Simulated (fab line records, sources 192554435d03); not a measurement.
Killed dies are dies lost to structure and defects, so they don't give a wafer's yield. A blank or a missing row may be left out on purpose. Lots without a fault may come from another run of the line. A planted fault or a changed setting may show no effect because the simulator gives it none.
Problem report in the 8D (eight disciplines) form, filled by code | flow n5_finfet | the parts of the form that need people (team, actions taken, sign-off) are left out

1. THE PROBLEM
barrier_field_endpoint_s at N5_BEOL_M12_CMP_49 reads a mean of 39.3 s on 4 wafers of 3 lots; wafers without a fault read 30.4 s with a standard deviation of 0.77. That is +12 standard deviations from the usual mean.
The step: polishes, stops on SiOC, t overpolish 20.6 s, target thk 320 nm.
First seen on wafer L401.1, day 15 04:03, on cmp-01. The record holds 32 wafers of 11 lots with a number at this step. Rule for "out", or "out of limits": more than 4 standard deviations from the usual mean. The other wafers with a number count as sound.

2. WHAT IT IS AND WHAT IT IS NOT
question                    | is                             | is not
which readings at this step | barrier_field_endpoint_s       | motor_current_A, platen_rpm
which lots                  | L401, L404, L405               | L391, L396, L399, L400, L402, L403, L408, L410
which wafers of those lots  | L401.1, L404.1, L404.6, L405.1 | L401.3, L401.4, L405.4, L405.5
read on which tools         | cmp-01, cmp-02, cmp-04         | -
when                        | from day 15 04:03              | up to then (17 sound wafers); but 11 sound wafers of L403, L405, L408, L410 came after

3. SUSPECTS, AND WHAT RULES EACH OUT
Counting: a tool at a process step up to the reading stays a suspect if it ran every lot that is out. Sound lots after the first of them don't rule it out here, since some wafers of a struck lot are sound.
- pvd_sputter-01 at N5_BEOL_M12_SPUTTER_43 (material TaN, target thk 15 nm, time 24.19 s): kept. It ran every lot that is out, first L401 (day 15 03:12); its last sound lot up to then is L400 (day 14 20:05).
Left after counting: pvd_sputter-01 at N5_BEOL_M12_SPUTTER_43.

4. THE CAUSE (what the simulator had put in)
Process parameter drift: pvd_sputter-01, from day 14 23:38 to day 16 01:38, at N5_BEOL_M12_SPUTTER_43. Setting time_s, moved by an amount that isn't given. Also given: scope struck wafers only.
Counting left only this tool.

5. THE CHAIN OF EFFECTS, in route order
Each row: a reading whose mean over the struck wafers that have a number lies more than 3 standard deviations from the usual. Only readings for which the record gives a usual standard deviation are gone through. hours: the time from each lot's start at the first step in this table that gives one to its start at this step, as a median over the lots. sigmas: the change in usual standard deviations.
hours | step               | reading                  | usual  | on struck wafers | change | sigmas
0     | N5_BEOL_M12_CMP_49 | barrier_field_endpoint_s | 30.4 s | 39.3             | +8.9   | +12
The process steps in it:
- N5_BEOL_M12_CMP_49: polishes, stops on SiOC, t overpolish 20.6 s, target thk 320 nm.
Later measuring or inspecting steps at which every struck wafer that the step has a row for has a number for every such reading, and none has moved that far: N5_BEOL_M13_OVL_MEAS_11.

6. WHAT WOULD HAVE CAUGHT IT SOONER
In this record the first reading out of limits was taken at day 15 04:03, 4 hours after the fault began at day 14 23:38.
Of the tool readings at N5_BEOL_M12_SPUTTER_43 for which the record gives a usual standard deviation, none was out on any struck wafer, so an alarm limit of 4 standard deviations on them would not have fired.
Of the lots that are out (3), L405, L404 began N5_BEOL_M12_SPUTTER_43 on pvd_sputter-01 after day 15 04:03. A hold on the tool at that time would have spared those 2.
